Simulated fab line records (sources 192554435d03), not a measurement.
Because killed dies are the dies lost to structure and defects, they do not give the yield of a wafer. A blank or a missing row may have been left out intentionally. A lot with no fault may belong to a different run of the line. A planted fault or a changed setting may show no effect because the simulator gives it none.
fab line records -- flow n5-finfet
record: lots: 8, wafers: 24, last-day: 18
route steps=1938 shown FIN_SAQP@96 BEOL_M4@1111 PASSIVATION@1936
lots that met no fault: taken from a fault-free run of the same line
start-h: the number of hours between the record's first day and the start of the first shown wafer of the lot -- wait-h: how many hours have passed since the lot's step before this one -- " repeats the value in the row above -- L1.1+2: a single row standing in for several wafers -- - no value, or no start given -- * or withheld: withheld -- < > ~ a bound
route shown NAME@n: NAME is a module with steps in the file, n the number in the route of the first one -- usual: mean and standard deviation over wafers with no fault -- same: alike in all rows -- chamber/n: place in a boat -- sites: the reading at each site -- _std_site: standard deviation across them -- _edge_site: outer sites' mean less inner sites' -- radius-mm: for every site, how far away it sits from the centre of the wafer -- mask NAME#n: copy n -- behind: the most recent tool/chamber to have shaped the wafer -- hold: the reason the lot was held/the length of the hold in hours/how it ended -- device: transistor that didn't switch, given as n, p or np -- end of line: the tests these same wafers got at the end of their route -- a step given without rows: its recipe and nothing more -- killed: at the first sort, the dies lost to defects and structure; wafer yield is something else -- map: shows each die of a wafer: x if killed, . if not, _ if none is there
set.NAME: the run value of the setting; set.NAME@STEP: its run value at that earlier step -- model.NAME: the simulator's own value behind a step, which no gauge read
steps of the route over a sample of lots; a table a step, a row a wafer
services: from which hour (start-h, from the record's first day; less than 0 if before it) a tool's chamber was out of use, for how many hours, and why
== steps ==
step: N5_FIN_SAQP_HM_DEP_03
recipe: material: SiNx, target-thk-a: 380, temp-c: 400, precursor: SiH4/NH3/N2, pressure-torr: 1.5, rf-w: 300, time-s: 33.6
usual: heater-power-outer-w: 463/51, heater-power-w: 793/75, rf-fwd-power-W: 297.3/1.2, showerhead-plenum-p-Torr: 5.16/0.083, throttle-valve-pct: 39.0/1.1
lot.wafer,tool,chamber,start-h,wait-h,heater-power-outer-w,heater-power-w,rf-fwd-power-W,showerhead-plenum-p-Torr,throttle-valve-pct
L712.1,pecvd-02,2,38.91,0.2,446,808,296.0,5.19,38.4
L712.2,pecvd-02,0,38.91,0.2,432,767,298.9,5.09,38.2
L712.5,pecvd-02,2,38.91,0.2,447,819,295.5,5.17,38.6
L713.1,pecvd-03,2,44.57,0.2,411,699,297.2,5.12,38.2
L713.4,pecvd-03,2,44.57,0.2,414,695,298.6,5.11,38.3
L713.6,pecvd-03,0,44.57,0.2,486,873,295.6,5.12,37.6
L717.1,pecvd-04,2,69.13,0.2,460,768,297.8,5.14,39.9
L717.5,pecvd-04,1,69.13,0.2,365,705,295.9,5.08,41.2
L717.6,pecvd-04,2,69.13,0.2,468,776,297.0,5.13,39.9
L718.1,pecvd-03,1,76.12,0.2,484,797,296.8,5.31,39.0
L718.3,pecvd-03,2,76.12,0.2,363,624,296.5,5.13,38.5
L718.4,pecvd-03,0,76.12,0.2,439,780,297.8,5.13,37.9
L719.1,pecvd-04,0,81.72,0.2,464,750,299.0,5.22,41.1
L719.3,pecvd-04,2,81.72,0.2,516,850,298.3,5.13,39.9
L719.6,pecvd-04,2,81.72,0.2,522,871,300.0,5.15,39.5
L720.1,pecvd-04,2,88.91,0.2,502,820,298.6,5.14,40.0
L720.3,pecvd-04,1,88.91,0.2,443,790,295.9,5.09,41.5
L720.6,pecvd-04,0,88.91,0.2,430,725,296.8,5.20,41.0
L721.3,pecvd-02,0,93.38,0.1,513,867,297.5,5.12,38.5
L721.4,pecvd-02,2,93.38,0.1,467,844,297.3,5.19,38.7
L721.5,pecvd-02,0,93.38,0.1,510,864,298.1,5.11,38.5
L731.2,pecvd-04,2,152.83,0.2,531,861,298.7,5.13,40.2
L731.4,pecvd-04,0,152.83,0.2,456,738,296.0,5.20,40.8
L731.6,pecvd-04,1,152.83,0.2,385,726,296.3,5.08,41.3
step: N5_FIN_SAQP_ETCH_52
recipe: chemistry: N2/H2, target: SOC, target-depth-a: 1000, overetch-a: 200, mask-material: SiARC, temp-c: 40, time-s: 150, ion-energy-ev: 200, pressure-mtorr: 30, source-w: 840, bias-w: 150, n2-flow-sccm: 200, h2-flow-sccm: 200, ends: end-point
usual: drypump-motor-current-A: 6.0/0.52, h2-flow-sccm: 200.1/0.6, oes-product-au: 0.69/0.069, rf-fwd-power-W: 837/3.1, rf-vpp-V: 524.4/2.8, showerhead-plenum-p-Torr: 2.56/0.099, temp-c: 40.01/0.12, throttle-valve-pct: 17.77/0.21
lot.wafer,tool,chamber,start-h,wait-h,drypump-motor-current-A,h2-flow-sccm,oes-product-au,rf-fwd-power-W,rf-hours-counter-h,rf-vpp-V,showerhead-plenum-p-Torr,temp-c,throttle-valve-pct
L712.1,rie-diel-02,3,39.87,0.0,6.0,201.1,0.63,841,238,521.2,2.39,39.94,17.95
L712.2,rie-diel-02,2,39.87,0.0,5.6,199.4,0.79,836,28,525.2,2.61,39.88,17.88
L712.5,rie-diel-02,0,39.87,0.0,6.2,198.9,0.67,840,-,525.8,2.64,39.89,17.42
L713.1,rie-diel-02,0,45.73,0.0,6.2,200.0,0.66,840,154,526.9,2.64,40.08,17.45
L713.4,rie-diel-02,3,45.73,0.0,6.0,200.1,0.62,839,241,521.1,2.39,39.94,17.96
L713.6,rie-diel-02,1,45.73,0.0,6.5,199.0,0.61,837,-,521.6,2.40,39.99,17.87
L717.1,rie-diel-05,3,70.20,0.0,6.2,201.1,0.65,837,199,521.1,2.41,40.00,17.74
L717.5,rie-diel-05,2,70.20,0.0,5.6,199.5,0.66,835,-,527.1,2.65,39.94,18.05
L717.6,rie-diel-05,1,70.20,0.0,6.5,199.0,0.66,831,-,523.9,2.55,40.15,17.48
L718.1,rie-diel-01,0,77.18,0.0,6.8,200.2,0.69,837,133,524.7,2.54,39.96,17.71
L718.3,rie-diel-01,1,77.18,0.0,6.2,200.7,0.77,832,58,528.9,2.70,40.01,17.85
L718.4,rie-diel-01,3,77.18,0.0,5.1,200.6,0.81,837,19,523.2,2.50,40.05,17.41
L719.1,rie-diel-02,2,82.72,0.0,5.7,200.2,0.76,839,47,524.2,2.60,39.95,17.93
L719.3,rie-diel-02,0,82.72,0.0,6.3,200.6,0.66,835,169,527.5,2.64,40.11,17.46
L719.6,rie-diel-02,0,82.72,0.0,6.3,200.6,0.66,840,-,526.4,2.64,39.93,17.46
L720.1,rie-diel-02,0,89.87,0.0,6.3,200.1,0.66,839,172,526.1,2.63,40.08,17.47
L720.3,rie-diel-02,2,89.87,0.0,5.7,199.9,0.76,832,50,525.1,2.60,40.12,17.93
L720.6,rie-diel-02,1,89.87,0.0,6.5,200.5,0.61,843,-,520.1,2.40,39.91,17.88
L721.3,rie-diel-05,3,94.47,0.0,6.2,200.4,0.65,840,205,519.3,2.41,39.95,17.78
L721.4,rie-diel-05,2,94.47,0.0,5.6,200.4,0.66,841,161,528.5,2.64,39.81,18.06
L721.5,rie-diel-05,2,94.47,0.0,5.6,200.0,0.66,835,-,525.7,2.64,39.87,18.05
L731.2,rie-diel-02,2,153.81,0.0,5.7,199.1,0.74,832,77,525.8,2.58,40.08,17.99
L731.4,rie-diel-02,3,153.81,0.0,6.0,200.6,0.82,840,25,528.2,2.70,40.22,17.65
L731.6,rie-diel-02,1,153.81,0.0,6.5,201.0,0.85,839,-,528.6,2.71,39.85,17.44
step: N5_FIN_SAQP_MANDREL_ETCH_22
recipe: target-depth-a: 600, chemistry: HBr/Cl2, target: a-Si, stop-on: SiNx, bt-time-s: 10, over-etch-frac: 0.5, time-s: 30, pressure-mtorr: 10, icp-w: 800, bias-w: 75, HBr_flow_sccm: 150, Cl2_flow_sccm: 80, ends: end-point
usual: drypump-motor-current-A: 5.5/0.36, oes-product-au: 0.769/0.013, over-etch-frac: 0.5/0, rf-fwd-power-W: 796.0/2.7, throttle-valve-pct: 35.4/0.31
lot.wafer,tool,chamber,start-h,wait-h,drypump-motor-current-A,oes-product-au,over-etch-frac,rf-fwd-power-W,rf-hours-counter-h,throttle-valve-pct
L712.1,rie-si-06,2,40.07,0.0,5.7,0.772,0.5,798.9,24,35.4
L712.2,rie-si-06,3,40.07,0.0,6.2,0.784,0.5,799.2,107,35.7
L712.5,rie-si-06,2,40.07,0.0,5.7,0.792,0.5,795.5,-,35.3
L713.1,rie-si-06,0,45.92,0.0,5.2,0.767,0.5,796.8,99,35.5
L713.4,rie-si-06,1,45.92,0.0,5.2,0.753,0.5,789.0,12,34.6
L713.6,rie-si-06,0,45.92,0.0,5.2,0.779,0.5,799.3,-,35.5
L717.1,rie-si-03,1,70.39,0.0,5.5,0.765,0.5,797.1,177,35.8
L717.5,rie-si-03,0,70.39,0.0,5.4,0.769,0.5,796.2,-,35.3
L717.6,rie-si-03,1,70.39,0.0,5.5,0.749,0.5,799.1,-,35.7
L718.1,rie-si-03,1,77.37,0.0,5.5,0.768,0.5,798.5,177,35.8
L718.3,rie-si-03,3,77.37,0.0,5.1,0.779,0.5,792.1,176,35.7
L718.4,rie-si-03,0,77.37,0.0,5.4,0.759,0.5,794.5,189,35.3
L719.1,rie-si-03,1,82.91,0.0,5.5,0.758,0.5,796.2,177,35.8
L719.3,rie-si-03,0,82.91,0.0,5.4,0.748,0.5,798.1,189,35.4
L719.6,rie-si-03,0,82.91,0.0,5.4,0.767,0.5,797.7,-,35.4
L720.1,rie-si-03,3,90.07,0.0,5.1,0.789,0.5,796.4,176,35.6
L720.3,rie-si-03,2,90.07,0.0,5.9,0.774,0.5,795.7,76,35.3
L720.6,rie-si-03,3,90.07,0.0,5.1,0.799,0.5,797.9,-,35.6
L721.3,rie-si-01,2,94.67,0.0,5.4,0.772,0.5,797.3,3,35.2
L721.4,rie-si-01,2,94.67,0.0,5.4,0.782,0.5,793.2,-,35.2
L721.5,rie-si-01,0,94.67,0.0,6.1,0.763,0.5,792.7,-,35.1
L731.2,rie-si-03,0,154.00,0.0,5.4,0.756,0.5,795.4,191,35.4
L731.4,rie-si-03,2,154.00,0.0,5.9,0.793,0.4524,793.7,77,35.3
L731.6,rie-si-03,3,154.00,0.0,5.1,0.798,0.5,798.3,-,35.7
step: N5_FIN_SAQP_MANDREL1_REMOVE_56
recipe: chemistry: HBr/Cl2/O2, bt-time-s: 10, target: a-Si, stop-on: SiNx, endpoint: OES-SiCl, over-etch-frac: 1, icp-w: 600, bias-w: 22, HBr_flow_sccm: 150, Cl2_flow_sccm: 80, O2_flow_sccm: 5, pressure-mtorr: 10
usual: drypump-motor-current-A: 5.5/0.38, oes-product-au: 1.006/0.018, rf-fwd-power-W: 596.8/2.1, throttle-valve-pct: 36.6/0.32
lot.wafer,tool,chamber,start-h,wait-h,drypump-motor-current-A,oes-product-au,rf-fwd-power-W,rf-hours-counter-h,throttle-valve-pct
L712.1,rie-si-01,0,41.76,0.1,6.1,1.001,597.3,1,36.5
L712.2,rie-si-01,1,41.76,0.1,5.2,0.973,593.9,160,36.2
L712.5,rie-si-01,1,41.76,0.1,5.2,0.980,596.4,-,36.1
L713.1,rie-si-01,2,47.76,0.1,5.4,1.020,593.0,2,36.5
L713.4,rie-si-01,1,47.76,0.1,5.2,0.992,598.6,160,36.1
L713.6,rie-si-01,3,47.76,0.1,5.4,1.009,595.1,-,37.0
L717.1,rie-si-01,2,72.60,0.1,5.3,1.015,595.9,2,36.5
L717.5,rie-si-01,2,72.60,0.1,5.4,1.007,596.4,-,36.5
L717.6,rie-si-01,1,72.60,0.1,5.2,0.969,598.6,-,36.1
L718.1,rie-si-06,3,79.01,0.1,6.2,1.038,599.4,107,37.0
L718.3,rie-si-06,2,79.01,0.1,5.7,1.014,597.0,25,36.6
L718.4,rie-si-06,1,79.01,0.1,5.2,0.984,594.7,12,35.9
L719.1,rie-si-01,3,84.52,0.1,5.4,1.011,594.8,144,36.9
L719.3,rie-si-01,2,84.52,0.1,5.3,1.007,593.3,3,36.5
L719.6,rie-si-01,3,84.52,0.1,5.4,1.012,597.8,-,36.9
L720.1,rie-si-01,2,93.02,0.1,5.4,1.019,593.9,3,36.5
L720.3,rie-si-01,0,93.02,0.1,6.1,0.983,599.0,2,36.5
L720.6,rie-si-01,1,93.02,0.1,5.2,0.972,596.0,-,36.2
L721.3,rie-si-01,0,96.96,0.1,6.1,1.003,598.1,2,36.5
L721.4,rie-si-01,2,96.96,0.1,5.3,1.016,597.6,-,36.6
L721.5,rie-si-01,0,96.96,0.1,6.1,0.995,596.9,-,36.5
L731.2,rie-si-06,0,155.70,0.1,5.1,1.016,596.9,101,36.9
L731.4,rie-si-06,2,155.70,0.1,5.8,1.034,600.9,26,36.7
L731.6,rie-si-06,1,155.70,0.1,5.2,1.000,594.6,-,35.9
step: N5_BEOL_M4_RC_MEAS_101
usual: DIBL_N: 36.3/1.8, DIBL_P: 36.5/2.1, IOFF_N: 0.16/0.031, IOFF_P: 0.22/0.038, ION_N: 677/12, ION_P: 466/7.8, SS_N: 71.5/0.61, SS_P: 73.2/0.7, VT_N: 249/3, VT_P: -248.9/3
lot.wafer,tool,chamber,start-h,wait-h,DIBL_N[mV/V],DIBL_P[mV/V],IOFF_N[nA/um],IOFF_P[nA/um],ION_N[uA/um],ION_P[uA/um],SS_N[mV/dec],SS_P[mV/dec],VT_N[mV],VT_P[mV]
L712.1,prober-02,0,201.17,0.8,35.9,36.8,0.15,0.20,667,456,72.2,73.3,250,-249.2
L712.2,prober-02,0,201.17,0.8,36.7,37.7,0.17,0.22,664,459,72.4,73.4,252,-251.5
L712.5,prober-02,0,201.17,0.8,36.4,37.2,0.16,0.20,687,463,71.9,73.5,248,-251.7
L713.1,prober-02,0,207.06,0.0,38.6,37.6,0.19,0.25,681,468,71.4,74.4,248,-248.4
L713.4,prober-02,0,207.06,0.0,36.0,36.0,0.16,0.23,691,473,71.2,73.8,247,-246.6
L713.6,prober-02,0,207.06,0.0,37.0,36.9,0.17,0.23,694,472,70.9,73.6,248,-249.9
L717.1,prober-02,0,226.11,0.0,36.3,36.3,0.14,0.18,665,455,71.3,73.1,252,-255.5
L717.5,prober-02,0,226.11,0.0,34.8,34.0,0.12,0.15,664,455,71.0,72.9,256,-258.4
L717.6,prober-02,0,226.11,0.0,38.2,39.1,0.18,0.22,693,465,70.9,74.1,249,-252.0
L718.1,prober-02,0,234.31,0.0,34.3,34.6,0.14,0.21,661,460,71.6,73.9,251,-247.7
L718.3,prober-02,0,234.31,0.0,34.2,35.0,0.15,0.21,677,472,71.1,73.3,250,-246.4
L718.4,prober-02,0,234.31,0.0,34.7,35.8,0.14,0.21,662,460,72.2,73.0,252,-247.3
L719.1,prober-01,0,236.79,0.0,39.5,38.0,0.17,0.22,673,458,72.5,74.0,249,-249.8
L719.3,prober-01,0,236.79,0.0,37.6,36.5,0.16,0.22,673,468,71.8,72.9,250,-250.6
L719.6,prober-01,0,236.79,0.0,40.1,38.6,0.18,0.23,686,466,72.8,74.0,250,-247.5
L720.1,prober-02,0,248.72,0.0,35.6,34.6,0.15,0.21,664,460,70.8,72.6,251,-247.7
L720.3,prober-02,0,248.72,0.0,35.2,34.5,0.15,0.21,675,466,70.6,73.3,250,-248.2
L720.6,prober-02,0,248.72,0.0,36.9,36.5,0.18,0.25,675,463,71.5,73.8,248,-245.0
L721.3,prober-01,0,249.30,0.3,37.9,38.5,0.17,0.26,681,468,71.8,73.0,249,-246.4
L721.4,prober-01,0,249.30,0.3,34.4,33.2,0.11,0.18,655,456,70.1,71.7,257,-253.3
L721.5,prober-01,0,249.30,0.3,35.5,34.8,0.13,0.20,670,465,70.9,72.9,253,-249.0
L731.2,prober-01,0,316.46,0.2,36.1,36.8,0.17,0.23,682,469,71.8,73.2,248,-249.1
L731.4,prober-01,0,316.46,0.2,36.2,36.5,0.16,0.23,682,475,71.7,72.9,248,-246.7
L731.6,prober-01,0,316.46,0.2,36.2,37.3,0.16,0.25,683,467,71.4,73.1,249,-244.5
step: N5_PASSIVATION_PROBE_49
usual: defect-limited-yield: 91.2/1.5, killed_at_M0_to_M3: 33/9.6, killed_at_M4_up: 14/5.6, killed-at-contacts: 14/5.5, killed-at-front-end: 40/13, killed-at-other: 4/3, killed-dies: 104/17, killed-open: 68/13, killed-short: 33/7.2, sort_bin_5_function: 5.2/0.95, sort_bin_6_memory: 3.3/0.62, sort-n-pass: 1076/17, sort-yield-pct: 91.2/1.5
same: gross-dies: 1180, killed-at-back-side: 0, sort_bin_4_leakage[%]: 0, sort_bin_8_speed[%]: 0
lot.wafer,tool,chamber,start-h,wait-h,defect-limited-yield[%],killed_at_M0_to_M3,killed_at_M4_up,killed-at-contacts,killed-at-front-end,killed-at-other,killed-dies,killed-open,killed-short,sort_bin_5_function[%],sort_bin_6_memory[%],sort-n-pass,sort-yield-pct[%]
L713.1,prober-01,-,315.08,0.0,91.1,24,17,5,57,2,105,73,28,5.3,3.2,1075,91.1
L713.4,prober-01,-,315.23,0.2,88.8,40,17,16,57,2,132,87,41,7.6,3.2,1048,88.8
L713.6,prober-01,-,315.33,0.3,88.5,63,19,5,47,2,136,99,30,6.4,4.3,1044,88.5
L712.1,prober-02,-,315.63,0.0,91.0,43,9,9,39,6,106,70,36,5.3,3.5,1074,91.0
L712.2,prober-02,-,315.68,0.1,91.8,27,15,13,34,8,97,68,29,5.1,2.7,1083,91.8
L712.5,prober-02,-,315.83,0.2,91.4,33,10,15,34,10,102,66,36,5.3,3.1,1078,91.4
L717.1,prober-02,-,331.90,0.0,91.5,41,18,7,34,0,100,68,30,5.2,3.1,1080,91.5
L717.5,prober-02,-,332.10,0.2,92.8,23,10,13,37,2,85,48,33,4.2,2.8,1095,92.8
L717.6,prober-02,-,332.15,0.3,89.8,54,21,8,35,2,120,73,44,5.9,3.6,1060,89.8
L719.1,prober-02,-,341.92,0.0,91.4,20,5,20,54,2,101,69,29,4.4,3.6,1079,91.4
L719.3,prober-02,-,342.02,0.1,89.7,29,12,17,58,5,121,81,32,5.9,3.8,1059,89.7
L719.6,prober-02,-,342.17,0.3,90.8,35,13,15,45,1,109,71,29,5.9,2.8,1071,90.8
L721.3,prober-02,-,346.95,0.1,90.8,20,7,8,70,4,109,69,40,6.1,2.8,1071,90.8
L721.4,prober-02,-,347.00,0.2,92.6,19,7,14,45,2,87,59,26,4.1,2.8,1093,92.6
L721.5,prober-02,-,347.05,0.2,92.4,24,13,14,38,1,90,61,27,4.5,2.8,1090,92.4
L718.1,prober-02,-,347.15,0.2,90.6,28,21,16,41,5,111,77,31,5.8,3.2,1069,90.6
L718.3,prober-02,-,347.25,0.3,89.3,40,20,12,48,6,126,86,39,6.7,3.8,1054,89.3
L718.4,prober-02,-,347.30,0.4,92.6,28,14,14,30,1,87,56,28,4.4,2.7,1093,92.6
L720.1,prober-01,-,360.24,0.0,92.7,27,11,15,30,3,86,58,28,3.7,3.5,1094,92.7
L720.3,prober-01,-,360.34,0.1,91.3,40,13,13,28,9,103,73,28,4.7,3.6,1077,91.3
L720.6,prober-01,-,360.49,0.3,92.8,22,14,21,24,4,85,63,20,4.5,2.6,1095,92.8
L731.2,prober-01,-,427.08,0.1,92.8,21,22,9,30,3,85,61,22,4.1,2.9,1095,92.8
L731.4,prober-01,-,427.18,0.2,89.6,30,10,10,73,0,123,85,31,6.2,3.7,1057,89.6
L731.6,prober-01,-,427.28,0.3,88.8,30,8,17,72,5,132,84,43,6.8,3.6,1048,88.8
killed by level:class
L713.1 STI_FIN_REVEAL:geometric-particle:open=16 BEOL_M4:geometric-particle:open=10 DUMMY_GATE:geometric-particle:open=8 FIN_SAQP:geometric-particle:open=7 BEOL_M0_SAQP:geometric-particle:open=6 STARTING-WAFER:geometric-particle:open=6 STI_FIN_REVEAL:geometric-particle:short=5 BEOL_M1:geometric-particle:open=5
L713.4 FIN_SAQP:geometric-particle:open=17 BEOL_M2:geometric-particle:open=15 FIN_SAQP:geometric-particle:short=12 MOL_CONTACT_COAG:geometric-particle:open=11 STI_FIN_REVEAL:geometric-particle:open=9 BEOL_M0_SAQP:geometric-particle:short=9 BEOL_M4:geometric-particle:open=7 BEOL_M0_SAQP:geometric-particle:open=6
L713.6 STI_FIN_REVEAL:geometric-particle:open=17 BEOL_M1:geometric-particle:open=16 FIN_SAQP:geometric-particle:open=11 BEOL_M0_SAQP:geometric-particle:short=11 BEOL_M0_SAQP:geometric-particle:open=11 BEOL_M4:geometric-particle:open=10 BEOL_M2:geometric-particle:open=10 BEOL_M3:geometric-particle:open=6
L712.1 FIN_SAQP:geometric-particle:open=12 BEOL_M2:geometric-particle:open=11 FIN_SAQP:geometric-particle:short=7 MOL_CONTACT_COAG:geometric-particle:open=7 BEOL_M3:geometric-particle:open=7 DUMMY_GATE:geometric-particle:open=6 BEOL_M0_SAQP:geometric-particle:open=6 BEOL_M0:geometric-particle:open=4
L712.2 MOL_CONTACT_COAG:geometric-particle:open=12 BEOL_M4:geometric-particle:open=10 FIN_SAQP:geometric-particle:short=9 FIN_SAQP:geometric-particle:open=7 DUMMY_GATE:geometric-particle:open=7 BEOL_M3:geometric-particle:open=7 STI_FIN_REVEAL:geometric-particle:open=5 BEOL_M3:geometric-particle:short=5
L712.5 BEOL_M0_SAQP:geometric-particle:open=12 FIN_SAQP:geometric-particle:short=11 FIN_SAQP:geometric-particle:open=10 MOL_CONTACT_COAG:geometric-particle:open=10 BEOL_M0_SAQP:geometric-particle:short=7 PASS1_CAP:geometric-particle:open=7 MOL_CONTACT_COAG:geometric-particle:short=5 BEOL_M3:geometric-particle:open=5
L717.1 BEOL_M2:geometric-particle:open=12 STI_FIN_REVEAL:geometric-particle:open=9 BEOL_M4:geometric-particle:open=8 FIN_SAQP:geometric-particle:short=7 BEOL_M1:geometric-particle:open=7 MOL_CONTACT_COAG:geometric-particle:open=6 BEOL_M0_SAQP:geometric-particle:short=6 ILD0:geometric-particle:short=5
L717.5 FIN_SAQP:geometric-particle:short=13 MOL_CONTACT_COAG:geometric-particle:open=12 BEOL_M0:geometric-particle:open=5 FIN_SAQP:geometric-particle:open=4 BEOL_M2:geometric-particle:short=4 STI_FIN_REVEAL:geometric-particle:open=4 ILD0:geometric-particle:short=4 BEOL_M0_SAQP:geometric-particle:short=4
L717.6 BEOL_M2:geometric-particle:open=14 BEOL_M0_SAQP:geometric-particle:short=13 BEOL_M0_SAQP:geometric-particle:open=10 FIN_SAQP:geometric-particle:short=9 BEOL_M3:geometric-particle:open=7 BEOL_M4:geometric-particle:open=7 BEOL_M2:geometric-particle:short=6 ILD0:geometric-particle:short=5
L719.1 MOL_CONTACT_COAG:geometric-particle:open=17 STI_FIN_REVEAL:geometric-particle:open=14 FIN_SAQP:geometric-particle:short=7 FIN_SAQP:geometric-particle:open=6 DUMMY_GATE:geometric-particle:open=6 GATE_CUT:geometric-particle:short=6 BEOL_M1:geometric-particle:open=6 BEOL_M0_SAQP:geometric-particle:open=5
L719.3 FIN_SAQP:geometric-particle:open=17 MOL_CONTACT_COAG:geometric-particle:open=13 BEOL_M1:geometric-particle:open=11 DUMMY_GATE:geometric-particle:open=8 STI_FIN_REVEAL:geometric-particle:open=6 DUMMY_GATE:geometric-particle:short=5 BEOL_M0_SAQP:geometric-particle:short=5 MOL_CONTACT_COAG:geometric-particle:short=4
L719.6 FIN_SAQP:geometric-particle:open=14 BEOL_M0_SAQP:geometric-particle:open=13 MOL_CONTACT_COAG:geometric-particle:open=11 BEOL_M1:geometric-particle:open=8 BEOL_M0_SAQP:geometric-particle:short=6 STARTING-WAFER:geometric-particle:open=5 FIN_SAQP:geometric-particle:short=4 BEOL_M1:geometric-particle:short=4
L721.3 STI_FIN_REVEAL:geometric-particle:open=18 FIN_SAQP:geometric-particle:short=16 MOL_CONTACT_COAG:geometric-particle:open=8 GATE_CUT:geometric-particle:short=7 SPACER0:geometric-particle:open=6 STI_FIN_REVEAL:geometric-particle:short=4 SPACER0:geometric-particle:short=4 BEOL_M0_SAQP:geometric-particle:open=4
L721.4 GATE_CUT:geometric-particle:open=11 MOL_CONTACT_COAG:geometric-particle:open=11 STI_FIN_REVEAL:geometric-particle:open=7 FIN_SAQP:geometric-particle:open=5 BEOL_M0_SAQP:geometric-particle:open=5 BEOL_M1:geometric-particle:open=5 FIN_SAQP:geometric-particle:short=4 STI_FIN_REVEAL:geometric-particle:short=4
L721.5 MOL_CONTACT_COAG:geometric-particle:open=9 DUMMY_GATE:geometric-particle:open=8 GATE_CUT:geometric-particle:open=6 BEOL_M1:geometric-particle:open=6 MOL_CONTACT_COAG:geometric-particle:short=5 FIN_SAQP:geometric-particle:open=4 FIN_SAQP:geometric-particle:short=4 STI_FIN_REVEAL:geometric-particle:open=4
L718.1 MOL_CONTACT_COAG:geometric-particle:open=13 STI_FIN_REVEAL:geometric-particle:open=11 FIN_SAQP:geometric-particle:open=8 BEOL_M4:geometric-particle:open=8 BEOL_M0_SAQP:geometric-particle:open=7 BEOL_M3:geometric-particle:open=6 FIN_SAQP:geometric-particle:short=5 GATE_CUT:geometric-particle:short=5
L718.3 BEOL_M3:geometric-particle:open=15 STI_FIN_REVEAL:geometric-particle:open=13 MOL_CONTACT_COAG:geometric-particle:open=10 FIN_SAQP:geometric-particle:open=9 FIN_SAQP:geometric-particle:short=6 BEOL_M0_SAQP:geometric-particle:open=6 BEOL_M2:geometric-particle:open=6 BEOL_M4:geometric-particle:open=6
L718.4 MOL_CONTACT_COAG:geometric-particle:open=10 FIN_SAQP:geometric-particle:open=9 FIN_SAQP:geometric-particle:short=8 BEOL_M3:geometric-particle:open=8 BEOL_M0_SAQP:geometric-particle:short=8 STI_FIN_REVEAL:geometric-particle:open=4 MOL_CONTACT_COAG:geometric-particle:short=4 BEOL_M0_SAQP:geometric-particle:open=4
L720.1 MOL_CONTACT_COAG:geometric-particle:open=12 BEOL_M1:geometric-particle:open=10 STI_FIN_REVEAL:geometric-particle:open=7 FIN_SAQP:geometric-particle:open=6 BEOL_M2:geometric-particle:open=5 BEOL_M3:geometric-particle:open=5 FIN_SAQP:geometric-particle:short=4 BEOL_M2:geometric-particle:short=4
L720.3 MOL_CONTACT_COAG:geometric-particle:open=12 BEOL_M2:geometric-particle:open=12 BEOL_M1:geometric-particle:open=10 BEOL_M1:geometric-particle:short=6 DUMMY_GATE:geometric-particle:open=5 STARTING-WAFER:geometric-particle:open=5 FIN_SAQP:geometric-particle:open=4 GATE_CUT:geometric-particle:short=4
L720.6 MOL_CONTACT_COAG:geometric-particle:open=17 BEOL_M4:geometric-particle:open=7 FIN_SAQP:geometric-particle:open=6 BEOL_M1:geometric-particle:open=6 DUMMY_GATE:geometric-particle:open=4 BEOL_M3:geometric-particle:open=4 MOL_CONTACT_COAG:geometric-particle:short=4 BEOL_M2:geometric-particle:open=4
L731.2 FIN_SAQP:geometric-particle:open=9 BEOL_M5:geometric-particle:open=8 MOL_CONTACT_COAG:geometric-particle:open=7 BEOL_M4:geometric-particle:open=7 BEOL_M0_SAQP:geometric-particle:open=6 BEOL_M3:geometric-particle:open=6 FIN_SAQP:geometric-particle:short=5 GATE_CUT:geometric-particle:short=4
L731.4 FIN_SAQP:geometric-particle:open=36 FIN_SAQP:geometric-particle:short=15 BEOL_M2:geometric-particle:open=12 MOL_CONTACT_COAG:geometric-particle:open=7 BEOL_M0_SAQP:geometric-particle:open=6 BEOL_M4:geometric-particle:open=6 BEOL_M3:geometric-particle:open=5 HKMG_FIN:area-etch=4
L731.6 FIN_SAQP:geometric-particle:open=29 FIN_SAQP:geometric-particle:short=18 MOL_CONTACT_COAG:geometric-particle:open=14 STI_FIN_REVEAL:geometric-particle:open=9 BEOL_M3:geometric-particle:open=7 BEOL_M0_SAQP:geometric-particle:open=6 STI_FIN_REVEAL:geometric-particle:short=3 GATE_CUT:geometric-particle:short=3
== services ==
tool,chamber,start-h,hours,kind
pecvd-03,-,41.00,0.3,repair
rie-diel-02,0,44.15,1.3,repair
rie-diel-02,-,44.53,0.1,repair
rie-si-03,2,46.14,3.0,repair
rie-diel-02,1,54.43,23.6,repair
pecvd-02,2,60.07,19.6,repair
rie-si-01,1,76.86,3.3,repair
pecvd-03,-,77.16,0.7,repair
rie-diel-02,3,78.32,-,clean
rie-diel-02,3,78.32,-,consumable-replace:focus-ring
rie-diel-02,3,78.32,-,consumable-replace:showerhead
rie-diel-02,3,78.32,12.3,scheduled-down
rie-diel-02,3,78.32,12.3,vent-cycle
rie-si-06,3,87.87,1.8,repair
rie-si-01,2,88.09,2.4,repair
rie-diel-02,1,90.78,3.3,repair
rie-si-01,3,90.97,18.9,repair
rie-diel-02,1,94.14,-,clean
rie-diel-02,1,94.14,-,consumable-replace:focus-ring
rie-diel-02,1,94.14,-,consumable-replace:showerhead
rie-diel-02,1,94.14,24.2,scheduled-down
rie-diel-02,1,94.14,24.2,vent-cycle
pecvd-04,0,105.45,5.5,repair
rie-diel-05,2,107.24,8.5,repair
== key ==
first-sign: step: N5_FIN_SAQP_MANDREL_ETCH_22, reading: over-etch-frac, direction: down, sigmas: 99+, usual: 0.5, struck: 0.4524
effect none on later readings
met-at N5_FIN_SAQP_MANDREL_ETCH_22
struck-lots L731
struck-wafers L731.4
not-acting-at N5_FIN_SAQP_HM_DEP_03,N5_FIN_SAQP_ETCH_52,N5_FIN_SAQP_MANDREL1_REMOVE_56
onset-between 90.07 154.00
fault: kind: process-parameter-drift, tool: rie-si-03, chamber: 2, onset-h: 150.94, steps: N5_FIN_SAQP_MANDREL_ETCH_22, channel: over-etch-frac, offset: -0.047602, shape: step, end-h: 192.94, acts-in: these-recipes-only, stated: 0.5
